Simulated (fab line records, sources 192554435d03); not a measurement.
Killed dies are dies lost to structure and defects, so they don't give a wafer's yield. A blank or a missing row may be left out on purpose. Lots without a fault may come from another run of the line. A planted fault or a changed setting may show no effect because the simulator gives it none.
Chamber matching | flow n5_finfet | N5_ZERO_LAYER_ETCH_17 on rie_diel-03: 4 sister chambers
The step etches SiO2 in CF4, target depth 12 nm, time 13.3 s. 4 wafers are shown with their chamber, then 9 later ones without.

WAFERS WITH THEIR CHAMBER
wafer  | chamber | showerhead_plenum_p_Torr (Torr)
L085.1 | 0       | 2.13
L085.6 | 1       | 2.00
L088.1 | 3       | 2.12
L088.5 | 2       | 2.15

WAFERS WITHOUT THEIR CHAMBER
wafer  | showerhead_plenum_p_Torr (Torr)
L090.1 | 2.12
L090.4 | 2.13
L090.5 | 2.13
L094.1 | 1.99
L094.2 | 2.12
L094.4 | 2.14
L095.2 | 1.99
L095.5 | 2.12
L095.6 | 2.14

WHICH CHAMBER EACH WENT THROUGH
wafer  | from the rows above          | in truth
L090.1 | can't be placed: 3 or 0      | 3
L090.4 | can't be placed: 0 or 3      | 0
L090.5 | can't be placed: 0 or 3      | 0
L094.1 | 1                            | 1
L094.2 | can't be placed: 3 or 0      | 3
L094.4 | can't be placed: 2 or 0 or 3 | 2
L095.2 | 1                            | 1
L095.5 | can't be placed: 3 or 0      | 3
L095.6 | can't be placed: 2 or 0 or 3 | 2
Placed correctly: 2 of 9. Can't be placed from these rows: 7 (the true chamber is among the candidates in 7). Placed wrongly: 0.
How it was worked out, from the rows above alone: a wafer's distance from a chamber is the root of the sum, over the readings, of the square of ((its reading less the chamber's mean) divided by the reading's scatter). The wafer belongs to the nearest chamber; if the next one is less than 2 further off, it can't be placed. A chamber's mean is the mean of its shown wafers. The scatter: with one shown wafer a chamber, the root of the mean of the squares of how far each hidden wafer lies from its nearest shown one.
